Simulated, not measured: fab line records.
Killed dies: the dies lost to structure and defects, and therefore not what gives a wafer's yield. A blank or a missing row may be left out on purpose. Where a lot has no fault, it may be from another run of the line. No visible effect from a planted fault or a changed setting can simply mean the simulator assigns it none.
Matching of chambers	flow n5Finfet	N5_BEOL_M6_DEP_56 on pecvd-02 has 3 sister chambers
The step deposits SiCN from 3MS/NH3, target thk 10 nm, time 17.5 s. 3 wafers are shown with their chamber, then 9 later ones without.

== WAFERS PAIRED WITH THEIR CHAMBERS ==
wafer	chamber	showerheadPlenumPTorr (Torr)
L077.4	2	3.663
L091.3	0	3.667
L091.5	1	3.684

== WAFERS WITHOUT THEIR CHAMBER ==
wafer	showerheadPlenumPTorr (Torr)
L089.1	3.668
L089.4	3.683
L089.6	3.676
L094.2	3.663
L094.3	3.675
L094.6	3.669
L096.4	3.658
L096.5	3.656
L096.6	3.679

== THE CHAMBER EACH PASSED THROUGH ==
wafer	from the rows above	in truth
L089.1	can't be placed: 0 or 2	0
L089.4	1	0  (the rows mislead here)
L089.6	can't be placed: 1 or 0 or 2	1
L094.2	can't be placed: 2 or 0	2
L094.3	can't be placed: 0 or 1 or 2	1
L094.6	can't be placed: 0 or 2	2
L096.4	can't be placed: 2 or 0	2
L096.5	can't be placed: 2 or 0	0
L096.6	can't be placed: 1 or 0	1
Placed correctly: 0 of 9. Cannot be placed on the basis of these rows: 8; the candidates contain the true chamber in 8. Number placed wrongly: 1.
How it was worked out, from the rows above alone: a wafer's distance from a chamber is the root of the sum, over the readings, of the square of ((its reading less the chamber's mean) divided by the reading's scatter). The wafer belongs to the nearest chamber; if the next one is less than 2 further off, it can't be placed. For every chamber, the mean is computed from those of its wafers that are shown. The scatter: root of mean squared gap, hidden wafer to nearest shown wafer, with one shown wafer a chamber.
